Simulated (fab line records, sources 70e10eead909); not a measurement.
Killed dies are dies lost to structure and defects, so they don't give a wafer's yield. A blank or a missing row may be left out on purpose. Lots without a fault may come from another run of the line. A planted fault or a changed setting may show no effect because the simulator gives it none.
A struck lot beside a sound one | flow nand_harc | 15 steps out of a route of 1302
Sound: wafers L135.2, L135.4, L135.6. Struck: wafer L147.1. (L147.4 of the same lot was not struck and is left out.) The cause comes at the end.
At each step with rows: each side's tool, then ch and its chambers, then its first start. Under that, the readings that differ: sound wafers | struck wafers | difference of the means | sigmas: that difference in standard deviations of wafers without a fault.
alike: readings whose means differ by less than 2 such deviations, and words and numbers that are the same on both sides. not compared: withheld readings, readings that some wafer has no value for, bounds like >300 that may hide the same value, and numbers for which the record gives no deviation and whose values overlap.
The two part at a step that has a row with sigmas, a row that says differs or no value, or rows on one side only. Numbers that don't overlap but have no deviation are shown without sigmas and don't part them. A reading that every wafer of one side lacks parts them only if that side has two wafers or more.

first, 1 step without rows for these wafers: NHARC_A_ONON_D1_DEP_12 (target thk 1000 nm).
NHARC_A_ONON_D1_THK_MEAS_14: measures by ellipsometry.
  sound on film_metro-02, day 9 12:07; struck on film_metro-01, day 14 14:46
  alike: thk_nm
then, 2 steps without rows for these wafers: NHARC_A_ONON_D1_ANNEAL_15 (time 3600 s); NHARC_A_ONON_D1_DEP_16 (target thk 1000 nm).
NHARC_A_ONON_D1_THK_MEAS_18: measures by ellipsometry.
  sound on film_metro-01, day 9 19:56; struck on film_metro-02, day 14 22:48
  reading     | sound          | struck | difference | sigmas
  thk_nm (nm) | 1016 1015 1016 | 995    | -21        | -2
then, 1 step without rows for these wafers: NHARC_A_ONON_D1_DEP_19 (target thk 1000 nm).
NHARC_A_ONON_D1_THK_MEAS_21: measures by ellipsometry.
  sound on film_metro-01, day 9 20:31; struck on film_metro-01, day 14 23:22
  alike: thk_nm
then, 1 step without rows for these wafers: NHARC_A_ONON_D1_DEP_22 (target thk 1000 nm).
NHARC_A_ONON_D1_THK_MEAS_24: measures by ellipsometry.
  sound on film_metro-02, day 9 21:04; struck on film_metro-01, day 14 23:56
  alike: thk_nm
then, 1 step without rows for these wafers: NHARC_A_ONON_D1_DEP_25 (target thk 1000 nm).
NHARC_A_ONON_D1_THK_MEAS_27: measures by ellipsometry.
  sound on film_metro-02, day 9 21:38; struck on film_metro-02, day 15 00:31
  alike: thk_nm
NHARC_A_ONON_D1_DEP_28: target thk 1000 nm.
  sound on pecvd_onon-03 ch 0, day 9 21:45; struck on pecvd_onon-03 ch 0, day 15 00:34
NHARC_A_ONON_D1_THK_MEAS_30: measures by ellipsometry.
  sound on film_metro-01, day 9 22:13; struck on film_metro-02, day 15 01:04
  reading     | sound       | struck | difference | sigmas
  thk_nm (nm) | 982 983 984 | 1524   | +541       | +54
NHARC_A_ONON_D1_DEP_33: deposits SiO2, target thk 200 nm.
  sound on pecvd-04 ch 0,2, day 9 22:21; struck on pecvd-04 ch 1, day 15 01:13
  alike: heater_power_w, throttle_valve_pct
-- the record jumps here: 17 days lie between the struck wafers' starts before and after (it left off in module A_ONON_D1 and takes up again in module END, whose first step shown is number 1302 of the route) --
NHARC_END_SORT_01:
  the record has rows for the struck wafers here (prober-02 ch 0, day 31 18:04) and none for the sound ones

WHERE THEY PART
First at NHARC_A_ONON_D1_THK_MEAS_18; last, within this record, at NHARC_END_SORT_01.

WHY: what the simulator had put in
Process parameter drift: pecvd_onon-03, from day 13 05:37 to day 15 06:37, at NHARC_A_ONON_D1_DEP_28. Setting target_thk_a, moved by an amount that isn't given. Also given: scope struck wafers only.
